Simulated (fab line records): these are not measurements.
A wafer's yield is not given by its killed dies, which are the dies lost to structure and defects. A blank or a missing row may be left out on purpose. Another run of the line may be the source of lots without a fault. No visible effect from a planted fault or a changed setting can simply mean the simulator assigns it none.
Struck lot and sound lot, side by side	flow nand-harc	15 steps out of a route of 1159
Sound: these wafers, L113.1, L113.3, L113.5. Wafers struck: L126.1, L126.2, L126.5. The cause comes at the end.
Each step with rows lists, per side, the tool, then ch with its chambers, then its first start. Under that, the readings that differ: sound wafers	struck wafers	difference of the means	sigmas: that difference in standard deviations of wafers without a fault.
alike: readings with means less than 2 such deviations apart, plus words and numbers identical on both sides. not compared: withheld readings, readings lacking a value on some wafer, bounds such as >300 that could conceal the same value, and numbers that have no deviation in the record and whose values overlap.
Wherever a step has rows on one side only, a row that says differs or no value, or a row with sigmas, the two part there. When numbers do not overlap yet have no deviation, they are printed without sigmas and do not part them. A reading that every wafer of one side lacks parts them only if that side has two wafers or more.

first, 5 steps without rows for these wafers: NHARC_A_CONTACT_SOFTBAKE_03 (time 55 s); NHARC_A_CONTACT_EBR_04; NHARC_A_CONTACT_EXPOSE_05 (exposes mask A CC); NHARC_A_CONTACT_PEB_06 (peb time 65 s); NHARC_A_CONTACT_DEVELOP_07 (develop time 35 s).
NHARC_A_CONTACT_CD_MEAS_08 targets a cd of 100 nm.
  sound on cd-sem-01 ch 0, day 18 12:43; struck on cd-sem-01 ch 0, day 21 12:50
  alike: cd-nm
NHARC_A_CONTACT_OVL_MEAS_09:
  sound on overlay-01, day 18 12:48; struck on overlay-02, day 21 12:56
  alike: overlay-x-nm, overlay-y-nm
NHARC_A_CONTACT_INSPECT_10:
  sound on defect-inspect-02, day 18 12:50; struck on defect-inspect-02, day 21 12:58
  alike: raw-defect-count
NHARC_A_CONTACT_DESCUM_13: chemistry O2, time 3 s.
  sound on rie-diel-09 ch 1,2,3, day 18 12:55; struck on rie-diel-12 ch 0,1,2, day 21 13:02
  alike: drypump-motor-current-A, oes-product-au, rf-vpp-V, showerhead-plenum-p-Torr, throttle-valve-pct
  not compared: rf-hours-counter-h
NHARC_A_CONTACT_ETCH_88: etches the open film in CF4, target depth 39 nm, time 65 s.
  sound on rie-diel-09 ch 0,2,3, day 18 12:59; struck on rie-diel-12 ch 0,2,3, day 21 13:07
  alike: drypump-motor-current-A, oes-product-au, rf-vpp-V, run-length-s, showerhead-plenum-p-Torr, throttle-valve-pct
  not compared: rf-hours-counter-h
NHARC_A_CONTACT_ETCH_89: etches the open film in N2/H2, target depth 260 nm, time 475.3 s.
  sound on rie-diel-09 ch 1,2,3; struck on rie-diel-12 ch 0,1,2
  alike: drypump-motor-current-A, oes-product-au, rf-vpp-V, run-length-s, showerhead-plenum-p-Torr, throttle-valve-pct
  not compared: rf-hours-counter-h
NHARC_A_CONTACT_ETCH_30: etches the open film in CF4/CHF3, target depth 60.5 nm, time 30.2 s.
  sound on rie-diel-09 ch 0,2,3; struck on rie-diel-12 ch 1,2,3
reading	sound	struck	difference	sigmas
oes-product-au (a.u.)	0.984 0.974 0.960	0.933 0.914 0.937	-0.045	-3
  alike: drypump-motor-current-A, rf-vpp-V, run-length-s, showerhead-plenum-p-Torr, throttle-valve-pct
  not compared: rf-hours-counter-h
NHARC_A_CONTACT_ETCH_31: etches the open film in O2/COS, target depth 2000 nm, time 520 s.
  sound on rie-diel-09 ch 1,3, day 18 13:29; struck on rie-diel-12 ch 0,2,3, day 21 13:38
reading	sound	struck	difference	sigmas
run-length-s (s)	541.9 541.9 542.0	390.4 390.1 390.2	-151.7	-99 or more
  alike: drypump-motor-current-A, oes-product-au, rf-vpp-V, showerhead-plenum-p-Torr, throttle-valve-pct
  not compared: rf-hours-counter-h
NHARC_A_CONTACT_ETCH_134: etches the open film in C4F8/O2/Ar, time 140 s, target depth 700 nm.
  sound on har-cap-etch-03 ch 0,1, day 18 13:53; struck on har-cap-etch-03 ch 0,1, day 21 14:02
  alike: run-length-s
  not compared: rf-hours-counter-h
-- the record jumps here: 3 days lie between the struck wafers' starts before and after (it left off in module A_CONTACT and takes up again in module END, whose first step shown is number 1159 of the route) --
NHARC_END_SORT_01:
  only the struck wafers appear in the record here, on prober-02 ch 0 at day 24 03:44; the sound ones have no rows

== WHERE THEY PART ==
At NHARC_A_CONTACT_ETCH_30 first; at NHARC_END_SORT_01 last (within this record only).

WHY: what the simulator had put in
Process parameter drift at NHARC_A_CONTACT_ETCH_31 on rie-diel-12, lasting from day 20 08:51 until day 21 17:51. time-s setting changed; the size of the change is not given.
